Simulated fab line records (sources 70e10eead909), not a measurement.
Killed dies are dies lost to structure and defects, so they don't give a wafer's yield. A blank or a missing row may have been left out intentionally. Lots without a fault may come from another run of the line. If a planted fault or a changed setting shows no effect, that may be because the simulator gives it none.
Matching of chambers | flow nand-harc | NHARC_A_CHANNEL_FILL_D1_ALD_14 on ald-hk-02: 4 sister chambers
The step deposits SiO2, target thk 2.5 nm, pulse time 10 s, ald cycles 25. 24 wafers are shown with their chamber, then 12 later ones without.

## WAFERS, EACH WITH ITS CHAMBER
wafer  | chamber | heater-power-w (W) | precursor-pulse-height-rel
L077.1 | 2       | 414                | 0.985
L077.4 | 0       | 489                | 1.000
L077.5 | 0       | 494                | 0.971
L081.2 | 1       | 437                | 1.015
L081.3 | 3       | 416                | 0.992
L081.6 | 1       | 437                | 0.980
L083.1 | 3       | 412                | 1.007
L083.2 | 2       | 422                | 0.954
L083.6 | 0       | 503                | 0.990
L084.2 | 2       | 409                | 0.973
L084.3 | 1       | 446                | 0.959
L084.4 | 3       | 420                | 0.989
L086.1 | 2       | 412                | 1.011
L086.5 | 0       | 519                | 1.039
L086.6 | 3       | 414                | 0.991
L091.2 | 3       | 396                | 1.044
L091.4 | 0       | 549                | 0.983
L091.5 | 2       | 411                | 1.023
L092.1 | 2       | 406                | 1.002
L092.2 | 1       | 461                | 1.004
L092.3 | 0       | 543                | 1.014
L093.1 | 0       | 539                | 1.016
L093.4 | 1       | 466                | 1.006
L093.6 | 0       | 536                | 1.008

SIGNATURES (averages over the wafers above)
reading                    | chamber 0 | chamber 1 | chamber 2 | chamber 3 | scatter within a chamber
heater-power-w             | 521.50    | 449.40    | 412.33    | 411.60    | 16
precursor-pulse-height-rel | 1.00263   | 0.99280   | 0.99133   | 1.00460   | 0.0232
Rule: for each reading, subtract the chamber's mean from the wafer's reading, divide by that reading's scatter and square the result; add these up over the readings and take the root, which gives the wafer's distance from the chamber. If the next closest chamber is less than 2 further off than the closest, the wafer can't be placed; otherwise it belongs to the closest. The scatter: the root of (the sum of the squares of (reading less its chamber's mean) over the shown wafers, divided by (wafers less chambers)).

## WAFERS MISSING THEIR CHAMBER
wafer  | heater-power-w (W) | precursor-pulse-height-rel
L094.3 | 549                | 0.962
L094.4 | 397                | 1.016
L094.5 | 443                | 0.994
L094.1 | 402                | 0.967
L094.2 | 459                | 1.002
L094.6 | 563                | 0.986
L095.2 | 443                | 1.045
L095.4 | 542                | 0.985
L095.6 | 400                | 0.981
L097.4 | 394                | 1.040
L097.5 | 389                | 0.990
L097.6 | 400                | 0.988

## THE CHAMBER EACH PASSED THROUGH
wafer  | from the rows above          | in truth
L094.3 | 0                            | 0
L094.4 | can't be placed: 3 or 2      | 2
L094.5 | can't be placed: 1 or 2 or 3 | 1
L094.1 | can't be placed: 2 or 3 or 1 | 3
L094.2 | 1                            | 1
L094.6 | 0                            | 0
L095.2 | can't be placed: 1 or 3 or 2 | 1
L095.4 | 0                            | 0
L095.6 | can't be placed: 2 or 3      | 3
L097.4 | can't be placed: 3 or 2      | 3
L097.5 | can't be placed: 2 or 3      | 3
L097.6 | can't be placed: 2 or 3      | 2
Correct placement for 4 of the 12. From these rows, 8 cannot be placed; in 8 the true chamber is one of the candidates. 0 placed wrongly.
